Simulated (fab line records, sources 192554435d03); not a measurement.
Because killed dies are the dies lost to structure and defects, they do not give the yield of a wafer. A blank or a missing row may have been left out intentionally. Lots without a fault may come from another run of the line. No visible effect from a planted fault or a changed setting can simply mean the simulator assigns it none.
Which tool was responsible?	flow n5 finfet	28 wafers from 10 lots sampled at 4 of the route's 1938 steps

== WHAT THE GAUGES READ, wafer by wafer ==
N5_BEOL_M6_THK_MEAS_01. Usual: M6_ILD_THK 154.7 nm, standard deviation 1.9.
lot	measured	on	M6_ILD_THK (nm)	flag
L210	day 8 15:47	film metro-01	155.4 154.9 158.3	
L215	day 10 12:02	film metro-01	155.9 154.0 156.6	
L220	day 11 10:22	film metro-01	131.4 155.2	OFF
L221	day 11 15:23	film metro-01	137.3 157.6	OFF
L222	day 11 20:20	film metro-01	130.3 156.2 154.9	OFF
L228	day 13 10:43	film metro-01	151.3 151.5 155.6	
L230	day 13 16:15	film metro-02	151.5 156.3 152.8	
L231	day 14 07:02	film metro-01	155.0 155.1 155.8	
L232	day 14 09:56	film metro-02	151.5 153.0 153.5	
L233	day 14 22:20	film metro-02	151.9 150.7 156.5	

== TOOL THAT RAN EACH LOT (tool first, then ch and the chambers of the sampled wafers, then the start) ==
lot	N5_BEOL_M5_VIA_ETCH_34	N5_BEOL_M5_SPUTTER_48	N5_BEOL_M6_ILD_DEP_00
L210	rie diel-01 ch 0,1,2, day 8 08:00	pvd sputter-03, day 8 09:34	pecvd-02 ch 1,2, day 8 15:12
L215	rie diel-06 ch 0,2,3, day 10 02:07	pvd sputter-01, day 10 03:39	pecvd-02 ch 0,2, day 10 11:28
L220	rie diel-04 ch 0,3, day 11 02:25	pvd sputter-02, day 11 04:18	pecvd-02 ch 0,1, day 11 09:47
L221	rie diel-04 ch 3, day 11 07:38	pvd sputter-02, day 11 09:19	pecvd-02 ch 0,1, day 11 14:48
L222	rie diel-04 ch 0,2, day 11 12:42	pvd sputter-02, day 11 14:12	pecvd-02 ch 0,1, day 11 19:46
L228	rie diel-04 ch 2,3, day 13 01:37	pvd sputter-03, day 13 03:24	pecvd-01 ch 0,1,2, day 13 10:08
L230	rie diel-06 ch 2,3, day 13 08:38	pvd sputter-01, day 13 10:13	pecvd-01 ch 0,1,2, day 13 15:41
L231	rie diel-04 ch 1,2,3, day 13 22:10	pvd sputter-02, day 14 00:59	pecvd-04 ch 1,2, day 14 06:27
L232	rie diel-04 ch 0,1,2, day 14 01:37	pvd sputter-01, day 14 03:54	pecvd-01 ch 0,2, day 14 09:22
L233	rie diel-04 ch 0,2, day 14 13:30	pvd sputter-03, day 14 15:25	pecvd-01 ch 1,2, day 14 21:17
- N5_BEOL_M5_VIA_ETCH_34: etches SiCOH lowk in C4F6/O2, target depth 88.3 nm, time 39.2 s.
- N5_BEOL_M5_SPUTTER_48: material Cu, target thk 15 nm, time 27.62 s.
- N5_BEOL_M6_ILD_DEP_00: deposits SiCOH lowk from DEMS/porogen, target thk 179.75 nm, time 33.4 s.

== AS READ BY THE TOOLS THEMSELVES (means over the sampled wafers that have a number; for cases with no such wafer, the mark the record gives instead) ==
N5_BEOL_M5_VIA_ETCH_34. Usual: bias w 184.9 W, standard deviation 0.57; drypump motor current A 5.7 A, standard deviation 0.44; oes product au 0.77 a.u., standard deviation 0.089; rf vpp V 667 V, standard deviation 11; showerhead plenum p Torr 2.87 Torr, standard deviation 0.095; throttle valve pct 20.95 %, standard deviation 0.22.
lot	tool	bias w (W)	drypump motor current A (A)	oes product au (a.u.)	rf vpp V (V)	showerhead plenum p Torr (Torr)	throttle valve pct (%)	flag
L210	rie diel-01	184.7	5.9	0.75	666	2.85	21.09	
L215	rie diel-06	184.7	5.5	0.78	661	2.91	20.92	
L220	rie diel-04	184.1	5.7	0.71	672	2.93	21.00	
L221	rie diel-04	184.2	6.0	0.67	662	2.91	20.94	
L222	rie diel-04	185.2	5.6	0.77	671	2.92	20.93	
L228	rie diel-04	184.6	6.0	0.89	657	2.89	20.56	
L230	rie diel-06	184.9	5.7	0.90	661	2.86	20.67	
L231	rie diel-04	185.2	5.8	0.90	662	2.89	20.74	
L232	rie diel-04	184.6	5.6	0.83	670	2.90	20.95	
L233	rie diel-04	185.3	5.7	0.76	659	2.89	20.85	

N5_BEOL_M5_SPUTTER_48. Usual: chuck sensor temp C -16.1 C, standard deviation 0.54; throttle valve pct 29.9 %, standard deviation 1.2.
lot	tool	chuck sensor temp C (C)	throttle valve pct (%)	flag
L210	pvd sputter-03	-15.9	30.4	
L215	pvd sputter-01	-16.0	29.2	
L220	pvd sputter-02	-16.3	29.0	
L221	pvd sputter-02	-16.4	29.8	
L222	pvd sputter-02	-16.0	30.7	
L228	pvd sputter-03	-15.8	29.5	
L230	pvd sputter-01	-16.8	29.5	
L231	pvd sputter-02	-16.4	29.7	
L232	pvd sputter-01	-16.3	29.8	
L233	pvd sputter-03	-15.7	30.0	

N5_BEOL_M6_ILD_DEP_00. Usual: heater power w 306 W, standard deviation 42; showerhead plenum p Torr 5.733 Torr, standard deviation 0.014; throttle valve pct 13.6 %, standard deviation 0.66.
lot	tool	heater power w (W)	showerhead plenum p Torr (Torr)	throttle valve pct (%)	flag
L210	pecvd-02	254	5.725	13.8	
L215	pecvd-02	261	5.736	13.8	
L220	pecvd-02	284	5.749	14.2	
L221	pecvd-02	310	5.737	14.2	
L222	pecvd-02	314	5.743	14.3	
L228	pecvd-01	331	5.721	13.0	
L230	pecvd-01	325	5.720	12.8	
L231	pecvd-04	275	5.745	13.5	
L232	pecvd-01	339	5.724	12.8	
L233	pecvd-01	330	5.732	13.2	

== THE ANSWER, worked out from the rows above alone ==
Rule: a lot counts as off when the mean over its wafers that have a number is more than 3 standard deviations away from the usual mean. Also off: a lot with no number at a reading for which 4 or more lots have one. Any other lot the step has rows for is counted as sound. First the gauges in route order, then the tools' own readings, where a lot's mean is used as printed above. The first step at which some lot is off is used, and at that step the reading that is off furthest; a lot without a number counts as furthest.
Off: L220, L221, L222, at N5_BEOL_M6_THK_MEAS_01 (M6_ILD_THK).
A tool fits if, at a process step before that reading, it ran every lot that is off, and no sound lot after the first of them. The gauges at N5_BEOL_M6_THK_MEAS_01 are tried like those tools. One fits: pecvd-02 at N5_BEOL_M6_ILD_DEP_00. A fault onset in the window from L215 (day 10 11:28, its last sound lot) to L220 (day 11 09:47, its first lot off) fits.

== WHAT THE SIMULATOR HAD PUT IN ==
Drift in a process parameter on pecvd-02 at N5_BEOL_M6_ILD_DEP_00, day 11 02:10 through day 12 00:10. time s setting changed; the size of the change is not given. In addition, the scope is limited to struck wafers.
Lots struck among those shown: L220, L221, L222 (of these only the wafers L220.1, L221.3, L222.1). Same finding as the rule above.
